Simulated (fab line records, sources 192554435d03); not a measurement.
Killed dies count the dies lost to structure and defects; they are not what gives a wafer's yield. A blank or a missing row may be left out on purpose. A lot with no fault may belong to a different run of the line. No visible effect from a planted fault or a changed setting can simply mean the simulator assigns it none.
Lot-split experiment	flow n5Finfet	21 wafers read from 7 lots, route of 1938 steps

== ABOUT THE SPLIT ==
At N5_BEOL_M6_TRENCH_ETCH_37 (etches SiCOH lowk in C4F6/O2, target depth 94.435 nm, time 31.5 s), the setting timeS was moved away from the recipe's 31.5 s on 11 of the 21 wafers read, by -20.1% to +16.2%. All remaining wafers had this setting at the recipe value.

== FROM THE SPLIT TO THE READING: what the file shows between them, 11 steps ==
- N5_BEOL_M6_ETCH_41: etches SiCN in CH3F/O2, target depth 29.7 nm, time 52 s
- N5_BEOL_M6_STRIP_80: strips in N2/H2, time 10 s
- N5_BEOL_M6_OCD_MEAS_38
- N5_BEOL_M6_HM_STRIP_39: strips TiN in peroxide tin strip, target depth 25 nm, time 158 s
- N5_BEOL_M6_SRD_40: time 30 s
- N5_BEOL_M6_ECD_50: material Cu, target thk 300 nm
- N5_BEOL_M6_ANNEAL_51: time 90 s
- N5_BEOL_M6_CMP_52: polishes, stops on SiCOH lowk, t overpolish 6.9 s, target thk 80 nm
- N5_BEOL_M6_THK_MEAS_53: measures by xrf
- N5_BEOL_M6_PRE_CLEAN_55: time 15 s
- N5_BEOL_M6_DEP_56: deposits SiCN from 3MS/NH3, target thk 10 nm, time 17.5 s

== THE READING ==
M6_RS (ohm/sq), read at N5_BEOL_M6_RS_MEAS_57 with a four-point probe. Fault-free wafers of this fab line usually give 0.285 ohm/sq, standard deviation 0.0081 ohm/sq.

wafer	tool, chamber at the split	timeS as run, s	against the recipe	M6_RS, ohm/sq	against lot-mates on the recipe
L079.1	rieDiel-05, 0	31.5	recipe	0.294	-
L079.3	rieDiel-05, 2	28.84	-8.4%	0.323	+0.037
L079.6	rieDiel-05, 1	31.5	recipe	0.278	-
L080.1	rieDiel-02, 0	31.5	recipe	0.278	-
L080.3	rieDiel-02, 1	31.5	recipe	0.290	-
L080.5	rieDiel-02, 2	31.5	recipe	0.289	-
L090.2	rieDiel-02, 1	25.17	-20.1%	0.412	+0.113
L090.3	rieDiel-02, 2	31.5	recipe	0.299	-
L090.4	rieDiel-02, 3	25.17	-20.1%	0.411	+0.112
L093.1	rieDiel-01, 1	31.5	recipe	0.274	-
L093.2	rieDiel-01, 0	31.5	recipe	0.283	-
L093.4	rieDiel-01, 2	31.5	recipe	0.281	-
L095.3	rieDiel-05, 0	34.09	+8.2%	0.252	no lot-mate on the recipe
L095.5	rieDiel-05, 0	34.09	+8.2%	0.252	no lot-mate on the recipe
L095.6	rieDiel-05, 2	34.09	+8.2%	0.261	no lot-mate on the recipe
L096.1	rieDiel-02, 1	31.5	recipe	0.295	-
L096.3	rieDiel-02, 0	36.6	+16.2%	0.232	-0.063
L096.5	rieDiel-02, 0	36.6	+16.2%	0.232	-0.063
L097.3	rieDiel-01, 2	29.36	-6.8%	0.303	no lot-mate on the recipe
L097.5	rieDiel-01, 2	29.36	-6.8%	0.305	no lot-mate on the recipe
L097.6	rieDiel-01, 0	29.36	-6.8%	0.303	no lot-mate on the recipe

FIT RESULTS
A straight line over all 21 wafers: M6_RS changes by -0.00469 ohm/sq for each +1% of timeS; r = -0.95; the points scatter about the line by 0.015 ohm/sq.
The same after taking each lot's own level away (the mean of its wafers on the recipe; 15 wafers): -0.00485 ohm/sq for each +1%; r = -0.99; scatter 0.0087 ohm/sq.
The reading moves by 0.098 ohm/sq for the largest change in timeS, on that fit.
Across the lots, their own levels run from 0.2793 to 0.2990 ohm/sq, a range of 2.4 times the standard deviation given above.
The two slopes are in agreement: the lot-to-lot level therefore moves the slope only a little.
Check: with one of the wafers moved furthest among these (-20.1%) left out of the fit, the line predicts +0.0957 ohm/sq for it against its lot-mates. It came out at +0.113 ohm/sq against them.

== THE WHOLE CHAIN: every reading that the file lists as answering this split, in the file's order ==
step	what it does	reading	change (the file's fit)	r (the file's)
N5_BEOL_M6_TRENCH_ETCH_37	etches SiCOH lowk in C4F6/O2, target depth 94.435 nm, time 31.5 s	etch.depthNm (the simulator's own value, which no gauge read)	+0.961 nm for each +1% of the setting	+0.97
N5_BEOL_M6_TRENCH_ETCH_37	etches SiCOH lowk in C4F6/O2, target depth 94.435 nm, time 31.5 s	BEOL_M6.featureDepthNm (the simulator's own value, which no gauge read)	+0.96 nm for each +1% of the setting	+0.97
N5_BEOL_M6_OCD_MEAS_38		trenchDepthNm	+0.947 nm for each +1% of the setting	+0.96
N5_BEOL_M6_CMP_52	polishes, stops on SiCOH lowk, t overpolish 6.9 s, target thk 80 nm	Cu_of_BEOL_M6_ECD_50.thkNm (the simulator's own value, which no gauge read)	+0.986 nm for each +1% of the setting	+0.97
N5_BEOL_M6_THK_MEAS_53	measures by xrf	M6_THK	+0.966 for each +1% of the setting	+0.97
N5_BEOL_M6_RS_MEAS_57	measures by four-point-probe	M6_RS	-0.00489 for each +1% of the setting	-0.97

== THE FILE'S OWN FIT ==
M6_RS changes by -0.00489 ohm/sq for each +1% of timeS, r = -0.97.
